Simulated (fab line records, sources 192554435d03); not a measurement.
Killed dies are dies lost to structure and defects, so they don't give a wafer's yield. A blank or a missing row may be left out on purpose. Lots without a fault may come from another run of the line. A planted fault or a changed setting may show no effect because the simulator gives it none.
Split-lot experiment | flow n5_finfet | 7 lots, 21 wafers read, on a route of 1938 steps

THE SPLIT
At N5_BEOL_M1_VIA_ETCH_34 (etches the open film in C4F6/O2, target depth 67.8 nm, time 64.4 s), the setting time_s was moved away from the recipe's 64.4 s on 9 of the 21 wafers read, by -10.9% to +19.1%. The other wafers ran this setting at the recipe's value.

The reading is taken at the split's own step.

THE READING
SOC_of_BEOL_M1_COAT_67.thk_nm (the simulator's own value, which no gauge read), in nm, at N5_BEOL_M1_VIA_ETCH_34 (etches the open film in C4F6/O2, target depth 67.8 nm, time 64.4 s). The file gives no usual value for it. The 12 wafers here that ran the recipe average 52.1 nm, standard deviation 0.099 nm.

wafer  | tool, chamber at the split | time_s as run, s | against the recipe | SOC_of_BEOL_M1_COAT_67.thk_nm, nm | against lot-mates on the recipe
L074.1 | rie_diel-05, 2             | 69.96            | +8.6%              | 51.4                              | -0.8
L074.3 | rie_diel-05, 0             | 69.96            | +8.6%              | 51.4                              | -0.8
L074.5 | rie_diel-05, 0             | 64.4             | recipe             | 52.2                              | -
L076.1 | rie_diel-05, 3             | 75.25            | +16.8%             | 51                                | -1.2
L076.4 | rie_diel-05, 2             | 75.25            | +16.8%             | 50.8                              | -1.4
L076.6 | rie_diel-05, 2             | 64.4             | recipe             | 52.2                              | -
L077.1 | rie_diel-02, 2             | 76.71            | +19.1%             | 50.8                              | -1.2
L077.2 | rie_diel-02, 1             | 64.4             | recipe             | 52                                | -
L077.4 | rie_diel-02, 3             | 64.4             | recipe             | 52                                | -
L079.1 | rie_diel-03, 0             | 64.4             | recipe             | 52                                | -
L079.2 | rie_diel-03, 3             | 64.4             | recipe             | 52                                | -
L079.6 | rie_diel-03, 3             | 68.93            | +7.0%              | 51.6                              | -0.4
L083.1 | rie_diel-02, 2             | 64.4             | recipe             | 52.2                              | -
L083.2 | rie_diel-02, 0             | 76.51            | +18.8%             | 51                                | -1.2
L083.5 | rie_diel-02, 2             | 76.51            | +18.8%             | 50.6                              | -1.6
L086.2 | rie_diel-03, 3             | 64.4             | recipe             | 52.2                              | -
L086.3 | rie_diel-03, 0             | 64.4             | recipe             | 52.2                              | -
L086.6 | rie_diel-03, 2             | 64.4             | recipe             | 52.2                              | -
L087.1 | rie_diel-02, 3             | 64.4             | recipe             | 52                                | -
L087.3 | rie_diel-02, 1             | 64.4             | recipe             | 52.2                              | -
L087.6 | rie_diel-02, 3             | 57.35            | -10.9%             | 53                                | +0.9

THE FIT
A straight line over all 21 wafers: SOC_of_BEOL_M1_COAT_67.thk_nm changes by -0.0723 nm for each +1% of time_s; r = -0.98; the points scatter about the line by 0.11 nm.
The same after taking each lot's own level away (the mean of its wafers on the recipe; 21 wafers): -0.0746 nm for each +1%; r = -0.99; scatter 0.11 nm.
On that fit, the largest move of time_s shifts the reading by 1.4 nm.
The lots' own levels span 52.00 to 52.20 nm, that is 2.0 times the standard deviation above.
So the lot-to-lot level changes the slope little: the two slopes agree.
Check: with one of the wafers moved furthest among these (+19.1%) left out of the fit, the line predicts -1.47 nm for it against its lot-mates. It came out at -1.2 nm against them.

THE WHOLE CHAIN: every reading that the file lists as answering this split, in the file's order
step                   | what it does                                                       | reading                                                                        | change (the file's fit)                | r (the file's)
N5_BEOL_M1_VIA_ETCH_34 | etches the open film in C4F6/O2, target depth 67.8 nm, time 64.4 s | etch.depth_nm (the simulator's own value, which no gauge read)                 | +0.637 nm for each +1% of the setting  | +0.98
N5_BEOL_M1_VIA_ETCH_34 | etches the open film in C4F6/O2, target depth 67.8 nm, time 64.4 s | SOC_of_BEOL_M1_COAT_67.thk_nm (the simulator's own value, which no gauge read) | -0.0728 nm for each +1% of the setting | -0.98

THE FILE'S OWN FIT
SOC_of_BEOL_M1_COAT_67.thk_nm changes by -0.0728 nm for each +1% of time_s, r = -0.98.
